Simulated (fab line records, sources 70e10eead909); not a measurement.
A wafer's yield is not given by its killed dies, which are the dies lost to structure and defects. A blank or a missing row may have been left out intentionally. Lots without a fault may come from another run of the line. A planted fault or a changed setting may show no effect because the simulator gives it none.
Matching of chambers	flow nandHarc	NHARC_A_BLC_CMP_25 on cmp-03: 4 sister chambers
The step polishes, t overpolish 30 s, target thk 150 nm. 4 wafers are shown with their chamber, then 7 later ones without.

== WAFERS WITH THEIR CHAMBER ==
wafer	chamber	motorCurrentA (A)
L404.3	2	12.5
L420.6	1	13.8
L419.2	0	12.0
L419.4	3	13.0

== WAFERS WITHOUT THEIR CHAMBER ==
wafer	motorCurrentA (A)
L419.5	12.7
L425.2	12.3
L425.5	12.6
L425.6	14.4
L426.1	13.9
L426.5	14.8
L426.6	11.6

== THE CHAMBER EACH PASSED THROUGH ==
wafer	from the rows above	in truth
L419.5	can't be placed: 2 or 3 or 0 or 1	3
L425.2	can't be placed: 2 or 0 or 3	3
L425.5	can't be placed: 2 or 3 or 0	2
L425.6	can't be placed: 1 or 3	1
L426.1	can't be placed: 1 or 3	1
L426.5	can't be placed: 1 or 3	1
L426.6	can't be placed: 0 or 2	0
Correctly placed: 0 of 7. Cannot be placed on the basis of these rows: 7; the candidates contain the true chamber in 7. Placed wrongly: 0.
How it was worked out, from the rows above alone: a wafer's distance from a chamber is the root of the sum, over the readings, of the square of ((its reading less the chamber's mean) divided by the reading's scatter). If the next closest chamber is less than 2 further off than the closest, the wafer can't be placed; otherwise it belongs to the closest. Each chamber's mean is taken over the wafers shown for it. The scatter: with one shown wafer a chamber, the root of the mean of the squares of how far each hidden wafer lies from its nearest shown one.
